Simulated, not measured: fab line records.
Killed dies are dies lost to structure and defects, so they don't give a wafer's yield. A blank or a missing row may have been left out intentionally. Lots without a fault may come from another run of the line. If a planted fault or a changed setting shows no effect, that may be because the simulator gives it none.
Which tool was responsible? :: flow nand harc :: 12 lots, 36 wafers sampled, at 6 steps of a route of 1159

## WHAT EACH GAUGE READ, for each wafer
NHARC_P_M0_CD_MEAS_09: the cd target is 90 nm. Usual: cd nm reads 89.9 nm (standard deviation 0.88).
lot: L151
measured: day 5 15:35
on: cd sem-03
cd nm (nm): 89.9 89.3 90.4
flag: 

lot: L150
measured: day 6 02:33
on: cd sem-01
cd nm (nm): 89.5 89.7 89.5
flag: 

lot: L153
measured: day 6 14:08
on: cd sem-01
cd nm (nm): 90.4 89.7 89.5
flag: 

lot: L152
measured: day 6 14:43
on: cd sem-02
cd nm (nm): 89.0 90.0 89.2
flag: 

lot: L155
measured: day 7 08:17
on: cd sem-02
cd nm (nm): 89.8 91.1 89.8
flag: 

lot: L160
measured: day 8 12:55
on: cd sem-03
cd nm (nm): 90.9 91.2 91.1
flag: 

lot: L163
measured: day 9 03:02
on: cd sem-01
cd nm (nm): 89.7 90.9 89.7
flag: 

lot: L164
measured: day 9 16:34
on: cd sem-01
cd nm (nm): 90.6 89.7 91.1
flag: 

lot: L165
measured: day 9 17:53
on: cd sem-01
cd nm (nm): 88.8 88.9 90.3
flag: 

lot: L166
measured: day 10 00:01
on: cd sem-01
cd nm (nm): 90.3 89.3 89.0
flag: 

lot: L171
measured: day 10 23:24
on: cd sem-01
cd nm (nm): 89.2 90.0 88.8
flag: 

lot: L173
measured: day 11 10:49
on: cd sem-02
cd nm (nm): 89.6 90.0 88.2
flag: 

NHARC_P_M0_THK_MEAS_24: measures by xrf. Usual: thk nm reads 117.6 nm (standard deviation 1.3).
lot: L151
measured: day 5 18:05
on: film metro-02
thk nm (nm): 116.9 116.6 115.7
flag: 

lot: L150
measured: day 6 05:08
on: film metro-02
thk nm (nm): 116.8 115.9 116.7
flag: 

lot: L153
measured: day 6 16:40
on: film metro-01
thk nm (nm): 118.0 117.6 118.1
flag: 

lot: L152
measured: day 6 17:14
on: film metro-01
thk nm (nm): 116.4 118.2 117.8
flag: 

lot: L155
measured: day 7 10:50
on: film metro-01
thk nm (nm): 111.8 109.4 108.7
flag: OFF

lot: L160
measured: day 8 15:25
on: film metro-02
thk nm (nm): 110.3 111.4 110.1
flag: OFF

lot: L163
measured: day 9 05:35
on: film metro-01
thk nm (nm): 116.3 116.5 114.9
flag: 

lot: L164
measured: day 9 19:17
on: film metro-01
thk nm (nm): 116.7 118.0 116.8
flag: 

lot: L165
measured: day 9 20:28
on: film metro-02
thk nm (nm): 116.0 117.9 116.6
flag: 

lot: L166
measured: day 10 02:34
on: film metro-02
thk nm (nm): 119.4 116.4 118.8
flag: 

lot: L171
measured: day 11 01:55
on: film metro-01
thk nm (nm): 115.5 116.9 118.2
flag: 

lot: L173
measured: day 11 13:19
on: film metro-01
thk nm (nm): 117.9 120.9 118.9
flag: 

NHARC_END_SORT_01. Usual: defect limited yield 95.0 %, standard deviation 1.7; killed at array 31, standard deviation 11; killed at other 0.5, standard deviation 0.78; killed at periphery 3.0, standard deviation 2; killed dies 34, standard deviation 12; killed open 3.2, standard deviation 2; killed short 1.9, standard deviation 1.6; sort_bin_2_pct 1.6 %, standard deviation 0.67; sort_bin_3_pct 0.26 %, standard deviation 0.2; sort_bin_4_pct 3.2 %, standard deviation 1.1; sort n pass 643, standard deviation 12; sort rim yield pct 96.8 %, standard deviation 1.8; sort yield pct 95.0 %, standard deviation 1.7.
lot: L150
measured: day 19 21:25
on: prober-02
defect limited yield (%): 97.5 96.8 95.4
killed at array: 15 18 24
killed at other: 0 0 3
killed at periphery: 2 4 4
killed dies: 17 22 31
killed open: 1 3 4
killed short: 2 3 1
sort_bin_2_pct (%): 0.7 0.4 1.2
sort_bin_3_pct (%): 0 0 0.15
sort_bin_4_pct (%): 1.8 2.8 3.2
sort n pass: 660 655 646
sort rim yield pct (%): 100.0 98.1 97.2
sort yield pct (%): 97.5 96.8 95.4
flag: 

lot: L155
measured: day 21 01:28
on: prober-02
defect limited yield (%): 95.9 96.2 94.5
killed at array: 24 23 32
killed at other: 1 2 1
killed at periphery: 3 1 4
killed dies: 28 26 37
killed open: 2 2 7
killed short: 3 1 3
sort_bin_2_pct (%): 0.7 0.9 2.1
sort_bin_3_pct (%): 0.30 0.59 0.15
sort_bin_4_pct (%): 3.1 2.4 3.2
sort n pass: 649 651 640
sort rim yield pct (%): 96.2 99.1 98.1
sort yield pct (%): 95.9 96.2 94.5
flag: 

lot: L160
measured: day 21 18:58
on: prober-01
defect limited yield (%): 96.9 96.9 96.9
killed at array: 16 17 16
killed at other: 1 0 0
killed at periphery: 4 4 5
killed dies: 21 21 21
killed open: 2 1 3
killed short: 4 5 7
sort_bin_2_pct (%): 0.6 1.2 0.4
sort_bin_3_pct (%): 0 0.15 0.15
sort_bin_4_pct (%): 2.5 1.8 2.5
sort n pass: 656 656 656
sort rim yield pct (%): 97.2 97.2 95.3
sort yield pct (%): 96.9 96.9 96.9
flag: 

lot: L163
measured: day 22 15:24
on: prober-01
defect limited yield (%): 95.3 95.3 95.9
killed at array: 28 30 24
killed at other: 0 1 1
killed at periphery: 4 1 3
killed dies: 32 32 28
killed open: 2 1 1
killed short: 3 4 3
sort_bin_2_pct (%): 1.5 2.1 1.3
sort_bin_3_pct (%): 0.30 0.44 0.15
sort_bin_4_pct (%): 3.0 2.2 2.7
sort n pass: 645 645 649
sort rim yield pct (%): 98.1 98.1 98.1
sort yield pct (%): 95.3 95.3 95.9
flag: 

lot: L164
measured: day 23 22:11
on: prober-02
defect limited yield (%): 95.4 93.1
killed at array: 29 42
killed at other: 0 0
killed at periphery: 2 5
killed dies: 31 47
killed open: 4 6
killed short: 0 2
sort_bin_2_pct (%): 1.3 1.6
sort_bin_3_pct (%): 0.44 0.30
sort_bin_4_pct (%): 2.8 5.0
sort n pass: 646 630
sort rim yield pct (%): 94.3 97.2
sort yield pct (%): 95.4 93.1
flag: 

lot: L171
measured: day 24 18:47
on: prober-01
defect limited yield (%): 91.4 92.9 90.7
killed at array: 50 45 55
killed at other: 1 0 1
killed at periphery: 7 3 7
killed dies: 58 48 63
killed open: 2 1 7
killed short: 1 2 2
sort_bin_2_pct (%): 2.4 2.1 3.4
sort_bin_3_pct (%): 0.59 0.15 0.30
sort_bin_4_pct (%): 5.6 4.9 5.6
sort n pass: 619 629 614
sort rim yield pct (%): 94.3 96.2 91.5
sort yield pct (%): 91.4 92.9 90.7
flag: 

lot: L173
measured: day 25 03:30
on: prober-01
defect limited yield (%): 96.8 96.6 97.6
killed at array: 22 21 15
killed at other: 0 1 0
killed at periphery: 0 1 1
killed dies: 22 23 16
killed open: 2 3 3
killed short: 3 2 1
sort_bin_2_pct (%): 1.0 1.0 0.7
sort_bin_3_pct (%): 0 0.44 0
sort_bin_4_pct (%): 2.2 1.9 1.6
sort n pass: 655 654 661
sort rim yield pct (%): 100.0 96.2 100.0
sort yield pct (%): 96.8 96.6 97.6
flag: 

## EACH LOT AND THE TOOL THAT RAN IT (in order: tool; ch and the chambers of the sampled wafers; start)
lot: L151
NHARC_P_M0_DESCUM_14: rie diel-10 ch 0,2,3, day 5 15:47
NHARC_P_M0_PRE_CLEAN_29: pvd sputter-03, day 5 17:47 or earlier
NHARC_P_M0_CMP_23: cmp-04 ch 1,2,3, day 5 17:47

lot: L150
NHARC_P_M0_DESCUM_14: rie diel-05 ch 0,1,3, day 6 02:47
NHARC_P_M0_PRE_CLEAN_29: pvd sputter-01, day 6 04:50 or earlier
NHARC_P_M0_CMP_23: cmp-03 ch 0,3, day 6 04:50

lot: L153
NHARC_P_M0_DESCUM_14: rie diel-10 ch 1,2, day 6 14:20
NHARC_P_M0_PRE_CLEAN_29: pvd sputter-02, day 6 16:21 or earlier
NHARC_P_M0_CMP_23: cmp-04 ch 0,3, day 6 16:21

lot: L152
NHARC_P_M0_DESCUM_14: rie diel-10 ch 0,1,3, day 6 14:55
NHARC_P_M0_PRE_CLEAN_29: pvd sputter-01, day 6 16:55 or earlier
NHARC_P_M0_CMP_23: cmp-03 ch 2,3, day 6 16:55

lot: L155
NHARC_P_M0_DESCUM_14: rie diel-10 ch 0,1,2, day 7 08:29
NHARC_P_M0_PRE_CLEAN_29: pvd sputter-01, day 7 10:32 or earlier
NHARC_P_M0_CMP_23: cmp-03 ch 1,2,3, day 7 10:32

lot: L160
NHARC_P_M0_DESCUM_14: rie diel-07 ch 1,2,3, day 8 13:06
NHARC_P_M0_PRE_CLEAN_29: pvd sputter-03, day 8 15:08 or earlier
NHARC_P_M0_CMP_23: cmp-03 ch 2,3, day 8 15:08

lot: L163
NHARC_P_M0_DESCUM_14: rie diel-07 ch 0,1,2, day 9 03:14
NHARC_P_M0_PRE_CLEAN_29: pvd sputter-01, day 9 05:14 or earlier
NHARC_P_M0_CMP_23: cmp-04 ch 2,3, day 9 05:14

lot: L164
NHARC_P_M0_DESCUM_14: rie diel-05 ch 0,2,3, day 9 16:46
NHARC_P_M0_PRE_CLEAN_29: pvd sputter-01, day 9 18:59 or earlier
NHARC_P_M0_CMP_23: cmp-04 ch 0,2,3, day 9 18:59

lot: L165
NHARC_P_M0_DESCUM_14: rie diel-07 ch 0,1,2, day 9 18:04
NHARC_P_M0_PRE_CLEAN_29: pvd sputter-03, day 9 20:13 or earlier
NHARC_P_M0_CMP_23: cmp-04 ch 0,1,3, day 9 20:13

lot: L166
NHARC_P_M0_DESCUM_14: rie diel-10 ch 0,1,2, day 10 00:12
NHARC_P_M0_PRE_CLEAN_29: pvd sputter-03, day 10 02:14 or earlier
NHARC_P_M0_CMP_23: cmp-01 ch 1,2,3, day 10 02:14

lot: L171
NHARC_P_M0_DESCUM_14: rie diel-05 ch 0,1,2, day 10 23:36
NHARC_P_M0_PRE_CLEAN_29: pvd sputter-02, day 11 01:36 or earlier
NHARC_P_M0_CMP_23: cmp-01 ch 1,2,3, day 11 01:36

lot: L173
NHARC_P_M0_DESCUM_14: rie diel-10 ch 1,2,3, day 11 10:59
NHARC_P_M0_PRE_CLEAN_29: pvd sputter-02, day 11 13:02 or earlier
NHARC_P_M0_CMP_23: cmp-03 ch 0,2,3, day 11 13:02
- NHARC_P_M0_DESCUM_14: chemistry O2, time 3 s.
- NHARC_P_M0_PRE_CLEAN_29: time 30 s.
- NHARC_P_M0_CMP_23: polishes, t overpolish 20 s, target thk 117.53 nm.

## WHAT THE TOOLS THEMSELVES READ (means of the sampled wafers that have a number; where no wafer has one, the mark that the record gives instead)
NHARC_P_M0_DESCUM_14. Usual: drypump motor current A 5.9 A, standard deviation 0.58; oes product au 1.004 a.u., standard deviation 0.017; rf vpp V 57.8 V, standard deviation 0.87; showerhead plenum p Torr 1.92 Torr, standard deviation 0.091; throttle valve pct 11.312 %, standard deviation 0.0085.
lot: L151
tool: rie diel-10
drypump motor current A (A): 6.2
oes product au (a.u.): 1.013
rf vpp V (V): 57.9
showerhead plenum p Torr (Torr): 1.94
throttle valve pct (%): 11.315
flag: 

lot: L150
tool: rie diel-05
drypump motor current A (A): 5.8
oes product au (a.u.): 0.989
rf vpp V (V): 57.2
showerhead plenum p Torr (Torr): 1.84
throttle valve pct (%): 11.314
flag: 

lot: L153
tool: rie diel-10
drypump motor current A (A): 5.6
oes product au (a.u.): 1.021
rf vpp V (V): 57.9
showerhead plenum p Torr (Torr): 1.99
throttle valve pct (%): 11.322
flag: 

lot: L152
tool: rie diel-10
drypump motor current A (A): 5.9
oes product au (a.u.): 0.999
rf vpp V (V): 58.0
showerhead plenum p Torr (Torr): 1.91
throttle valve pct (%): 11.312
flag: 

lot: L155
tool: rie diel-10
drypump motor current A (A): 6.0
oes product au (a.u.): 1.022
rf vpp V (V): 57.9
showerhead plenum p Torr (Torr): 1.93
throttle valve pct (%): 11.312
flag: 

lot: L160
tool: rie diel-07
drypump motor current A (A): 6.0
oes product au (a.u.): 1.006
rf vpp V (V): 58.3
showerhead plenum p Torr (Torr): 1.92
throttle valve pct (%): 11.309
flag: 

lot: L163
tool: rie diel-07
drypump motor current A (A): 6.1
oes product au (a.u.): 1.007
rf vpp V (V): 57.3
showerhead plenum p Torr (Torr): 1.97
throttle valve pct (%): 11.305
flag: 

lot: L164
tool: rie diel-05
drypump motor current A (A): 5.5
oes product au (a.u.): 0.993
rf vpp V (V): 57.0
showerhead plenum p Torr (Torr): 1.85
throttle valve pct (%): 11.304
flag: 

lot: L165
tool: rie diel-07
drypump motor current A (A): 6.0
oes product au (a.u.): 1.015
rf vpp V (V): 57.9
showerhead plenum p Torr (Torr): 1.97
throttle valve pct (%): 11.315
flag: 

lot: L166
tool: rie diel-10
drypump motor current A (A): 6.1
oes product au (a.u.): 1.009
rf vpp V (V): 57.5
showerhead plenum p Torr (Torr): 1.93
throttle valve pct (%): 11.311
flag: 

lot: L171
tool: rie diel-05
drypump motor current A (A): 5.6
oes product au (a.u.): 1.003
rf vpp V (V): 57.8
showerhead plenum p Torr (Torr): 1.82
throttle valve pct (%): 11.309
flag: 

lot: L173
tool: rie diel-10
drypump motor current A (A): 5.7
oes product au (a.u.): 1.007
rf vpp V (V): 58.7
showerhead plenum p Torr (Torr): 1.99
throttle valve pct (%): 11.309
flag: 

NHARC_P_M0_PRE_CLEAN_29. Usual: heater power w reads 405 W (standard deviation 36).
lot: L151
tool: pvd sputter-03
heater power w (W): 398
flag: 

lot: L150
tool: pvd sputter-01
heater power w (W): 377
flag: 

lot: L153
tool: pvd sputter-02
heater power w (W): 385
flag: 

lot: L152
tool: pvd sputter-01
heater power w (W): 379
flag: 

lot: L155
tool: pvd sputter-01
heater power w (W): 383
flag: 

lot: L160
tool: pvd sputter-03
heater power w (W): 385
flag: 

lot: L163
tool: pvd sputter-01
heater power w (W): 377
flag: 

lot: L164
tool: pvd sputter-01
heater power w (W): 385
flag: 

lot: L165
tool: pvd sputter-03
heater power w (W): 432
flag: 

lot: L166
tool: pvd sputter-03
heater power w (W): 411
flag: 

lot: L171
tool: pvd sputter-02
heater power w (W): 398
flag: 

lot: L173
tool: pvd sputter-02
heater power w (W): 426
flag: 

NHARC_P_M0_CMP_23. Usual: motor current A 12.5 A, standard deviation 1.1; time to endpoint s 29.2 s, standard deviation 2.2.
lot: L151
tool: cmp-04
motor current A (A): 12.9
time to endpoint s (s): 27.3
flag: 

lot: L150
tool: cmp-03
motor current A (A): 13.2
time to endpoint s (s): 31.3
flag: 

lot: L153
tool: cmp-04
motor current A (A): 12.9
time to endpoint s (s): 30.7
flag: 

lot: L152
tool: cmp-03
motor current A (A): 13.2
time to endpoint s (s): 28.7
flag: 

lot: L155
tool: cmp-03
motor current A (A): 12.8
time to endpoint s (s): 16.9
flag: OFF

lot: L160
tool: cmp-03
motor current A (A): 13.1
time to endpoint s (s): 14.3
flag: OFF

lot: L163
tool: cmp-04
motor current A (A): 12.3
time to endpoint s (s): 27.8
flag: 

lot: L164
tool: cmp-04
motor current A (A): 12.7
time to endpoint s (s): 28.4
flag: 

lot: L165
tool: cmp-04
motor current A (A): 13.1
time to endpoint s (s): 26.8
flag: 

lot: L166
tool: cmp-01
motor current A (A): 12.1
time to endpoint s (s): 31.4
flag: 

lot: L171
tool: cmp-01
motor current A (A): 11.5
time to endpoint s (s): 30.9
flag: 

lot: L173
tool: cmp-03
motor current A (A): 12.9
time to endpoint s (s): 30.3
flag: 

## THE ANSWER, worked out from the rows above alone
Rule: take the mean of a lot's wafers that have a number; if it is more than 3 standard deviations from the usual mean, the lot is off. A lot without any number at a reading at which 4 lots or more have one is off too. Where the step has rows for the other lots, those lots are counted as sound. Order of review: gauges by route order, followed by the tools' own readings, for which a lot's mean as printed above is used. At the first step where some lot is off, the reading lying furthest off is the one used; lots without a number count as furthest.
Off: L155, L160 (NHARC_P_M0_THK_MEAS_24, thk nm).
If a tool, at a process step before that reading, ran all the lots that are off and no sound lot after the first of them, it fits. Not tried: the gauges at NHARC_P_M0_THK_MEAS_24; whatever is off there is also off at NHARC_P_M0_CMP_23, on other tools, and gauge error can't account for it. Because NHARC_P_M0_PRE_CLEAN_29 lacks a start for some lots, the hours and order of its lots are taken from NHARC_P_M0_CMP_23. None of those tried fits.

## WHAT HAD BEEN PUT IN BY THE SIMULATOR
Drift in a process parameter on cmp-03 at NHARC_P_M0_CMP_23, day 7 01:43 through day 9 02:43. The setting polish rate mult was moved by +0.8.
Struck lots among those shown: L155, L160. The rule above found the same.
